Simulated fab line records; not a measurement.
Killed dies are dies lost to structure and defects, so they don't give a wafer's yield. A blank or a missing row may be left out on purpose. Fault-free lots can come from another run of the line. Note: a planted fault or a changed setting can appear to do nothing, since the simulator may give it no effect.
A struck lot beside a sound one	flow nand harc	18 out of 1302 route steps
Sound: the wafers L843.3, L843.4, L843.6. Wafers struck: L845.1, L845.2, L845.6. At the end, the cause is stated.
For every step that has rows: the tool of each side, followed by ch and its chambers, followed by its first start. Under that, the readings that differ: sound wafers	struck wafers	difference of the means	sigmas: that difference in standard deviations of wafers without a fault.
alike: readings with means less than 2 such deviations apart, plus words and numbers identical on both sides. not compared: withheld readings, readings lacking a value on some wafer, bounds such as >300 that could conceal the same value, and numbers that have no deviation in the record and whose values overlap.
A row with sigmas, a row that says differs or no value, or rows on one side alone: a step with any of these is where the two part. Non-overlapping numbers with no deviation appear without sigmas and do not part them. A reading that every wafer of one side lacks parts them only if that side has two wafers or more.

first, 2 steps without rows for these wafers: NHARC_P_STI_SRD_39; NHARC_P_STI_OXIDE_40 (material SiO2, target thk 10 nm, ox time 1362 s).
NHARC_P_STI_INSPECT_25:
  struck on defect inspect-02, day 5 01:22; sound on defect inspect-02, day 4 11:59
  alike: raw defect count
then, 9 steps without rows for these wafers: NHARC_P_GATE_ETCH_69 (etches SiO2 in dHF, target depth 14 nm); NHARC_P_GATE_PRECLEAN_70 (cleans in SC1); NHARC_P_GATE_SRD_01; NHARC_P_GATE_OXIDE_02 (material SiO2, target thk 37.5 nm, ox time 365 s); NHARC_P_GATE_DEHYDRATE_03 (time 120 s); NHARC_P_GATE_HMDS_04 (time 30 s); NHARC_P_GATE_COAT_05; NHARC_P_GATE_SOFTBAKE_06 (time 95 s); NHARC_P_GATE_EBR_07.
NHARC_P_GATE_EXPOSE_08: exposes mask P HV.
  sound on krf scanner-04 ch 0, day 4 20:37; struck on krf scanner-04 ch 0, day 5 10:06
reading	sound	struck	difference	sigmas
mask	P_HV#0 P_HV#0 P_HV#0	P_HVPW#0 P_HVPW#0 P_HVPW#0	differs	
  alike: exposure dose mJ cm2
then, 2 steps without rows for these wafers: NHARC_P_GATE_PEB_09 (peb time 85 s); NHARC_P_GATE_DEVELOP_10 (time 70 s).
NHARC_P_GATE_CD_MEAS_11: target cd 1640 nm.
  sound on cd sem-03 ch 0, day 4 20:46; struck on cd sem-02 ch 0, day 5 10:15
reading	sound	struck	difference	sigmas
cd nm (nm)	1639.4 1639.2 1639.2	- - -	no value on the struck wafers	
then, 1 step without rows for these wafers: NHARC_P_GATE_HARDBAKE_12 (time 80 s).
-- jump in the record: it breaks off in module P_GATE and resumes in module END (first step shown: number 1302 of the route), and 21 days separate the struck wafers' starts before and after --
NHARC_END_SORT_01:
  here the record holds rows for the struck wafers (prober-01 ch 0, day 26 11:56) but none for the sound ones

## WHERE THEY PART
First at NHARC_P_GATE_EXPOSE_08; last, within this record, at NHARC_END_SORT_01.

WHY: what had been put in by the simulator
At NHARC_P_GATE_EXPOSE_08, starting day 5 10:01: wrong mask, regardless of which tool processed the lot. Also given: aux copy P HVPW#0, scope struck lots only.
